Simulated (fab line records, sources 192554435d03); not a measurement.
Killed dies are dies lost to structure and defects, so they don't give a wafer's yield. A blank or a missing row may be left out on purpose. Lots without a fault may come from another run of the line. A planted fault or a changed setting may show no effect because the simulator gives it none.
One fault seen from 3 desks | flow n5_finfet | each desk has only its own numbers; what lay behind them comes last

THE METROLOGY DESK
What the gauges read, lot by lot, whatever tool the lot ran on: means of the sampled wafers that have a number. A lot is out of limits, marked OUT, if its mean lies more than 4 standard deviations from the usual mean; the brackets give that distance. Of its 10 readings 7 are shown: those that lie furthest out on some lot.
Columns: A = DIBL_N at N5_BEOL_M4_RC_MEAS_101, usual 36.0 mV/V; B = DIBL_P at N5_BEOL_M4_RC_MEAS_101, usual 36.7 mV/V; C = IOFF_N at N5_BEOL_M4_RC_MEAS_101, usual 0.16 nA/um; D = SS_N at N5_BEOL_M4_RC_MEAS_101, usual 71.5 mV/dec; E = SS_P at N5_BEOL_M4_RC_MEAS_101, usual 73.4 mV/dec; F = VT_N at N5_BEOL_M4_RC_MEAS_101, usual 250 mV; G = VT_P at N5_BEOL_M4_RC_MEAS_101, usual -251 mV
lot  | first seen here | A    | B    | C    | D    | E    | F   | G
L768 | day 7 16:49     | 38.3 | 36.8 | 0.19 | 72.0 | 74.1 | 251 | -253
L767 | day 7 17:22     | 32.3 | 33.6 | 0.13 | 71.0 | 72.5 | 253 | -253
L779 | day 10 21:15    | 34.6 | 31.5 | 0.12 | 70.6 | 72.5 | 254 | -249
L778 | day 11 02:02    | 37.2 | 37.0 | 0.19 | 71.7 | 73.6 | 248 | -251
L781 | day 11 03:30    | 37.3 | 35.9 | 0.18 | 71.8 | 73.6 | 251 | -249
L782 | day 12 02:37    | 36.1 | 36.8 | 0.17 | 71.4 | 73.6 | 250 | -250
L787 | day 13 08:08    | 34.9 | 35.6 | 0.16 | 71.4 | 73.0 | 249 | -249
L789 | day 14 07:53    | 35.8 | 38.0 | 0.16 | 71.2 | 73.5 | 247 | -250
L790 | day 14 13:20    | 36.0 | 37.0 | 0.15 | 71.3 | 73.2 | 252 | -256
This desk's finding: nothing out of limits on any of the 9 lots.

THE TOOL OWNER'S DESK: rie_si-06
The tool's own readings at N5_ZERO_LAYER_ETCH_18 (etches Si in HBr/Cl2, target depth 120 nm, time 40 s): means of the sampled wafers that have a number, for each lot that ran on this tool. A lot is out of limits, marked OUT, if its mean lies more than 4 standard deviations from the usual mean; the brackets give that distance.
Columns: A = drypump_motor_current_A at N5_ZERO_LAYER_ETCH_18, usual 5.6 A; B = oes_product_au at N5_ZERO_LAYER_ETCH_18, usual 0.994 a.u.; C = rf_fwd_power_W at N5_ZERO_LAYER_ETCH_18, usual 796.3 W; D = throttle_valve_pct at N5_ZERO_LAYER_ETCH_18, usual 36.2 %
lot  | first seen here | A   | B     | C               | D
L767 | day 1 12:56     | 5.1 | 0.993 | 798.2           | 35.8
L768 | day 1 18:47     | 5.2 | 0.988 | 798.3           | 36.0
L778 | day 4 06:55     | 5.8 | 0.994 | 604.0 (-80) OUT | 36.3
L779 | day 4 12:53     | 5.3 | 0.983 | 605.1 (-80) OUT | 36.4
This desk's finding: out of limits on L778, L779; first on L778, day 4 06:55 (rf_fwd_power_W at N5_ZERO_LAYER_ETCH_18). In limits: L767, L768.

THE DEFECT DESK
What the inspections along the route counted, lot by lot: means of the sampled wafers that have a number. A lot is out of limits, marked OUT, if its mean lies more than 4 standard deviations from the usual mean; the brackets give that distance.
Columns: A = raw_defect_count at N5_PMOS_HMC_CHANNEL_EPI_INSPECT_30, usual 20
lot  | first seen here | A
L767 | day 1 20:42     | 15
L768 | day 2 02:53     | 19
L778 | day 4 15:26     | 14
L779 | day 4 20:25     | 22
L781 | day 5 09:42     | 19
L782 | day 5 14:27     | 21
L787 | day 6 20:04     | 19
L789 | day 7 08:08     | 26
L790 | day 7 15:44     | 17
This desk's finding: nothing out of limits on any of the 9 lots.

PUT TOGETHER
The tool owner's desk could have raised an alarm at day 4 06:55, on L778, L779.
The metrology desk saw nothing out of limits.
The defect desk saw nothing out of limits.
The metrology desk has L778, L779 on record, within its limits.
The defect desk has L778, L779 on record, within its limits.
Of the lots named, all ran N5_ZERO_LAYER_ETCH_18 on rie_si-06.

WHAT THE SIMULATOR HAD PUT IN
Process parameter drift: rie_si-06, from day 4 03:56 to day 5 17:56, at N5_ZERO_LAYER_ETCH_18. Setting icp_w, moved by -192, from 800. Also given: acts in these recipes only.
Lots struck among those shown: L778, L779.
Hours from the fault's start to each desk's first reading out of limits: the tool owner's desk, 3.
